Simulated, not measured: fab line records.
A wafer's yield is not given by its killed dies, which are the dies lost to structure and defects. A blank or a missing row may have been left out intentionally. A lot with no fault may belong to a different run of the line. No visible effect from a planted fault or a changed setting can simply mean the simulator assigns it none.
Which tool is to blame? :: flow n5 finfet :: 72 wafers from 24 lots sampled at 5 of the route's 1938 steps

WHAT THE GAUGES SHOWED, per wafer
N5_BEOL_M8_RS_MEAS_57: the measuring method here is four-point-probe. Usual: M8_RS gives 0.282 ohm/sq (standard deviation 0.0083).
lot: L076
measured: day 10 01:14
on: film metro-01
M8_RS (ohm/sq): 0.270 0.294 0.286
flag: 

lot: L074
measured: day 10 01:43
on: film metro-02
M8_RS (ohm/sq): 0.281 0.282 0.283
flag: 

lot: L075
measured: day 10 08:44
on: film metro-02
M8_RS (ohm/sq): 0.280 0.295 0.285
flag: 

lot: L077
measured: day 11 03:45
on: film metro-02
M8_RS (ohm/sq): 0.278 0.293 0.280
flag: 

lot: L078
measured: day 11 06:23
on: film metro-01
M8_RS (ohm/sq): 0.277 0.281 0.283
flag: 

lot: L079
measured: day 11 07:35
on: film metro-01
M8_RS (ohm/sq): 0.281 0.279 0.275
flag: 

lot: L080
measured: day 11 14:29
on: film metro-01
M8_RS (ohm/sq): 0.279 0.278 0.276
flag: 

lot: L081
measured: day 11 14:20
on: film metro-02
M8_RS (ohm/sq): 0.282 0.282 0.275
flag: 

lot: L082
measured: day 11 16:28
on: film metro-02
M8_RS (ohm/sq): 0.280 0.300 0.281
flag: 

lot: L083
measured: day 12 01:34
on: film metro-01
M8_RS (ohm/sq): 0.282 0.282 0.280
flag: 

lot: L085
measured: day 12 04:49
on: film metro-02
M8_RS (ohm/sq): 0.282 0.284 0.279
flag: 

lot: L084
measured: day 12 07:59
on: film metro-01
M8_RS (ohm/sq): 0.280 0.286 0.287
flag: 

lot: L087
measured: day 13 06:45
on: film metro-02
M8_RS (ohm/sq): 0.281 0.287 0.279
flag: 

lot: L089
measured: day 13 19:53
on: film metro-02
M8_RS (ohm/sq): 0.267 0.286 0.286
flag: 

lot: L088
measured: day 13 21:23
on: film metro-02
M8_RS (ohm/sq): 0.277 0.279 0.282
flag: 

lot: L086
measured: day 13 21:39
on: film metro-01
M8_RS (ohm/sq): 0.300 0.287 0.282
flag: 

lot: L090
measured: day 14 07:56
on: film metro-01
M8_RS (ohm/sq): 0.284 0.273 0.272
flag: 

lot: L091
measured: day 15 07:30
on: film metro-02
M8_RS (ohm/sq): 0.289 0.277 0.272
flag: 

lot: L093
measured: day 15 09:38
on: film metro-02
M8_RS (ohm/sq): 0.270 0.274 0.272
flag: 

lot: L092
measured: day 15 16:40
on: film metro-02
M8_RS (ohm/sq): 0.269 0.276 0.268
flag: 

lot: L094
measured: day 15 16:56
on: film metro-01
M8_RS (ohm/sq): 0.267 0.293 0.267
flag: 

lot: L096
measured: day 16 11:30
on: film metro-01
M8_RS (ohm/sq): 0.278 0.286 0.283
flag: 

lot: L095
measured: day 16 11:56
on: film metro-02
M8_RS (ohm/sq): 0.304 0.275 0.277
flag: 

lot: L097
measured: day 16 16:22
on: film metro-02
M8_RS (ohm/sq): 0.287 0.280 0.291
flag: 

N5_BEOL_M8_INSPECT_58: inspects for defects (darkfield). Usual: raw defect count at 68, with a standard deviation of 19.
lot: L076
measured: day 10 01:16
on: defect inspect-02
raw defect count: 64 77 54
flag: 

lot: L074
measured: day 10 01:44
on: defect inspect-02
raw defect count: 51 57 59
flag: 

lot: L075
measured: day 10 08:45
on: defect inspect-02
raw defect count: 56 60 75
flag: 

lot: L077
measured: day 11 03:47
on: defect inspect-02
raw defect count: 72 47 59
flag: 

lot: L078
measured: day 11 06:24
on: defect inspect-02
raw defect count: 70 106 76
flag: 

lot: L079
measured: day 11 07:36
on: defect inspect-01
raw defect count: 104 71 121
flag: 

lot: L080
measured: day 11 14:31
on: defect inspect-02
raw defect count: 78 61 72
flag: 

lot: L081
measured: day 11 14:22
on: defect inspect-02
raw defect count: 120 96 48
flag: 

lot: L082
measured: day 11 16:29
on: defect inspect-02
raw defect count: 49 59 52
flag: 

lot: L083
measured: day 12 01:35
on: defect inspect-02
raw defect count: 61 63 119
flag: 

lot: L085
measured: day 12 04:51
on: defect inspect-01
raw defect count: 32 89 73
flag: 

lot: L084
measured: day 12 08:01
on: defect inspect-01
raw defect count: 61 33 50
flag: 

lot: L087
measured: day 13 06:46
on: defect inspect-01
raw defect count: 64 61 52
flag: 

lot: L089
measured: day 13 19:55
on: defect inspect-02
raw defect count: 91 74 79
flag: 

lot: L088
measured: day 13 21:25
on: defect inspect-01
raw defect count: 59 61 39
flag: 

lot: L086
measured: day 13 21:41
on: defect inspect-02
raw defect count: 95 51 81
flag: 

lot: L090
measured: day 14 07:58
on: defect inspect-01
raw defect count: 66 63 52
flag: 

lot: L091
measured: day 15 07:31
on: defect inspect-02
raw defect count: 70 86 122
flag: 

lot: L093
measured: day 15 09:39
on: defect inspect-01
raw defect count: 51 47 65
flag: 

lot: L092
measured: day 15 16:41
on: defect inspect-02
raw defect count: 89 77 66
flag: 

lot: L094
measured: day 15 16:58
on: defect inspect-01
raw defect count: 89 62 58
flag: 

lot: L096
measured: day 16 11:32
on: defect inspect-02
raw defect count: 38 55 80
flag: 

lot: L095
measured: day 16 11:58
on: defect inspect-01
raw defect count: 62 91 69
flag: 

lot: L097
measured: day 16 16:24
on: defect inspect-02
raw defect count: 57 64 82
flag: 

N5_BEOL_M9_CD_MEAS_28: target cd 70 nm. Usual: cd nm at 69.97 nm, with a standard deviation of 0.24.
lot: L076
measured: day 10 07:05
on: cd sem-02
cd nm (nm): 70.08 69.82 70.25
flag: 

lot: L074
measured: day 10 07:15
on: cd sem-02
cd nm (nm): 69.91 70.25 70.05
flag: 

lot: L075
measured: day 10 12:48
on: cd sem-02
cd nm (nm): 70.13 69.79 69.82
flag: 

lot: L077
measured: day 11 06:45
on: cd sem-02
cd nm (nm): 69.99 70.00 69.59
flag: 

lot: L078
measured: day 11 10:02
on: cd sem-01
cd nm (nm): 69.94 69.96 70.13
flag: 

lot: L079
measured: day 11 10:12
on: cd sem-01
cd nm (nm): 69.87 69.46 69.55
flag: 

lot: L080
measured: day 11 17:15
on: cd sem-01
cd nm (nm): 69.69 70.24 69.96
flag: 

lot: L081
measured: day 11 16:58
on: cd sem-01
cd nm (nm): 70.10 70.01 69.89
flag: 

lot: L082
measured: day 11 19:31
on: cd sem-03
cd nm (nm): 69.70 69.90 70.02
flag: 

lot: L083
measured: day 12 05:19
on: cd sem-01
cd nm (nm): 69.84 69.62 70.15
flag: 

lot: L085
measured: day 12 08:43
on: cd sem-01
cd nm (nm): 70.41 70.04 70.08
flag: 

lot: L084
measured: day 12 16:11
on: cd sem-03
cd nm (nm): 69.78 69.78 69.66
flag: 

lot: L087
measured: day 13 11:47
on: cd sem-03
cd nm (nm): 70.16 70.19 69.78
flag: 

lot: L089
measured: day 13 23:23
on: cd sem-02
cd nm (nm): 70.25 70.54 70.19
flag: 

lot: L088
measured: day 14 02:44
on: cd sem-02
cd nm (nm): 69.91 70.07 69.80
flag: 

lot: L086
measured: day 14 02:55
on: cd sem-03
cd nm (nm): 70.12 70.13 69.83
flag: 

lot: L090
measured: day 14 11:35
on: cd sem-01
cd nm (nm): 69.83 69.93 70.22
flag: 

lot: L091
measured: day 15 15:05
on: cd sem-02
cd nm (nm): 69.61 69.81 70.41
flag: 

lot: L093
measured: day 15 14:55
on: cd sem-02
cd nm (nm): 70.17 70.21 70.09
flag: 

lot: L092
measured: day 15 19:53
on: cd sem-03
cd nm (nm): 70.09 70.19 69.85
flag: 

lot: L094
measured: day 15 21:55
on: cd sem-03
cd nm (nm): 69.78 70.37 69.96
flag: 

lot: L096
measured: day 16 19:43
on: cd sem-03
cd nm (nm): 69.65 70.18 69.76
flag: 

lot: L095
measured: day 16 19:41
on: cd sem-02
cd nm (nm): 70.01 70.22 69.85
flag: 

lot: L097
measured: day 16 21:41
on: cd sem-02
cd nm (nm): 69.99 69.87 69.84
flag: 

N5_BEOL_M9_INSPECT_30: inspects for defects (brightfield). Usual: raw defect count at 404, with a standard deviation of 100.
lot: L076
measured: day 10 07:10
on: defect inspect-02
raw defect count: 314 451 353
flag: 

lot: L074
measured: day 10 07:20
on: defect inspect-02
raw defect count: 362 370 430
flag: 

lot: L075
measured: day 10 12:53
on: defect inspect-02
raw defect count: 399 351 453
flag: 

lot: L077
measured: day 11 06:50
on: defect inspect-02
raw defect count: 377 250 374
flag: 

lot: L078
measured: day 11 10:07
on: defect inspect-01
raw defect count: 614 592 485
flag: 

lot: L079
measured: day 11 10:17
on: defect inspect-01
raw defect count: 426 520 480
flag: 

lot: L080
measured: day 11 17:20
on: defect inspect-01
raw defect count: 376 432 327
flag: 

lot: L081
measured: day 11 17:03
on: defect inspect-02
raw defect count: 685 492 409
flag: 

lot: L082
measured: day 11 19:36
on: defect inspect-02
raw defect count: 365 433 379
flag: 

lot: L083
measured: day 12 05:24
on: defect inspect-02
raw defect count: 545 461 576
flag: 

lot: L085
measured: day 12 08:49
on: defect inspect-01
raw defect count: 407 338 332
flag: 

lot: L084
measured: day 12 16:17
on: defect inspect-01
raw defect count: 455 320 352
flag: 

lot: L087
measured: day 13 11:53
on: defect inspect-01
raw defect count: 434 233 525
flag: 

lot: L089
measured: day 13 23:29
on: defect inspect-02
raw defect count: 454 422 401
flag: 

lot: L088
measured: day 14 02:50
on: defect inspect-01
raw defect count: 516 499 345
flag: 

lot: L086
measured: day 14 02:59
on: defect inspect-02
raw defect count: 561 289 450
flag: 

lot: L090
measured: day 14 11:41
on: defect inspect-01
raw defect count: 292 348 320
flag: 

lot: L091
measured: day 15 15:10
on: defect inspect-01
raw defect count: 476 385 549
flag: 

lot: L093
measured: day 15 15:00
on: defect inspect-01
raw defect count: 234 369 283
flag: 

lot: L092
measured: day 15 19:58
on: defect inspect-01
raw defect count: 453 332 374
flag: 

lot: L094
measured: day 15 22:00
on: defect inspect-01
raw defect count: 362 322 272
flag: 

lot: L096
measured: day 16 19:49
on: defect inspect-01
raw defect count: 267 327 406
flag: 

lot: L095
measured: day 16 19:46
on: defect inspect-01
raw defect count: 507 441 370
flag: 

lot: L097
measured: day 16 21:46
on: defect inspect-02
raw defect count: 520 340 475
flag: 

WHAT TOOL EACH LOT RAN ON (gives the tool, then ch and the chambers of the sampled wafers, and finally the start)
lot: L076
N5_BEOL_M8_SURFACE_TREAT_79: pvd sputter-03, day 9 23:29

lot: L074
N5_BEOL_M8_SURFACE_TREAT_79: pvd sputter-03, day 10 00:08

lot: L075
N5_BEOL_M8_SURFACE_TREAT_79: pvd sputter-03, day 10 07:32

lot: L077
N5_BEOL_M8_SURFACE_TREAT_79: pvd sputter-01, day 11 02:27

lot: L078
N5_BEOL_M8_SURFACE_TREAT_79: pvd sputter-01, day 11 04:25

lot: L079
N5_BEOL_M8_SURFACE_TREAT_79: pvd sputter-02, day 11 06:25

lot: L080
N5_BEOL_M8_SURFACE_TREAT_79: pvd sputter-01, day 11 12:28

lot: L081
N5_BEOL_M8_SURFACE_TREAT_79: pvd sputter-01, day 11 12:37

lot: L082
N5_BEOL_M8_SURFACE_TREAT_79: pvd sputter-02, day 11 13:25

lot: L083
N5_BEOL_M8_SURFACE_TREAT_79: pvd sputter-03, day 12 00:20

lot: L085
N5_BEOL_M8_SURFACE_TREAT_79: pvd sputter-03, day 12 03:43

lot: L084
N5_BEOL_M8_SURFACE_TREAT_79: pvd sputter-02, day 12 06:40

lot: L087
N5_BEOL_M8_SURFACE_TREAT_79: pvd sputter-02, day 13 05:20

lot: L089
N5_BEOL_M8_SURFACE_TREAT_79: pvd sputter-03, day 13 18:46

lot: L088
N5_BEOL_M8_SURFACE_TREAT_79: pvd sputter-02, day 13 20:13

lot: L086
N5_BEOL_M8_SURFACE_TREAT_79: pvd sputter-02, day 13 20:20

lot: L090
N5_BEOL_M8_SURFACE_TREAT_79: pvd sputter-03, day 14 06:06

lot: L091
N5_BEOL_M8_SURFACE_TREAT_79: pvd sputter-02, day 15 06:00

lot: L093
N5_BEOL_M8_SURFACE_TREAT_79: pvd sputter-03, day 15 08:13

lot: L092
N5_BEOL_M8_SURFACE_TREAT_79: pvd sputter-02, day 15 12:55

lot: L094
N5_BEOL_M8_SURFACE_TREAT_79: pvd sputter-02, day 15 13:16

lot: L096
N5_BEOL_M8_SURFACE_TREAT_79: pvd sputter-03, day 16 10:20

lot: L095
N5_BEOL_M8_SURFACE_TREAT_79: pvd sputter-03, day 16 10:32

lot: L097
N5_BEOL_M8_SURFACE_TREAT_79: pvd sputter-02, day 16 14:59
- N5_BEOL_M8_SURFACE_TREAT_79

WHAT THE TOOLS THEMSELVES READ (means of the sampled wafers that have a number; where no wafer has one, the mark that the record gives instead)
The record holds no such reading with a usual standard deviation.

THE ANSWER, worked out from the rows above alone
Rule: lot off if the mean of its wafers having a number is beyond 3 standard deviations from the usual mean. A lot without any number at a reading at which 4 lots or more have one is off too. All remaining lots with rows at the step are treated as sound. Order of review: gauges by route order, followed by the tools' own readings, for which a lot's mean as printed above is used. At the first step where some lot is off, the reading lying furthest off is the one used; lots without a number count as furthest.
Nothing can be told from this: no lot is off at any reading shown.

WHAT THE SIMULATOR HAD INSERTED
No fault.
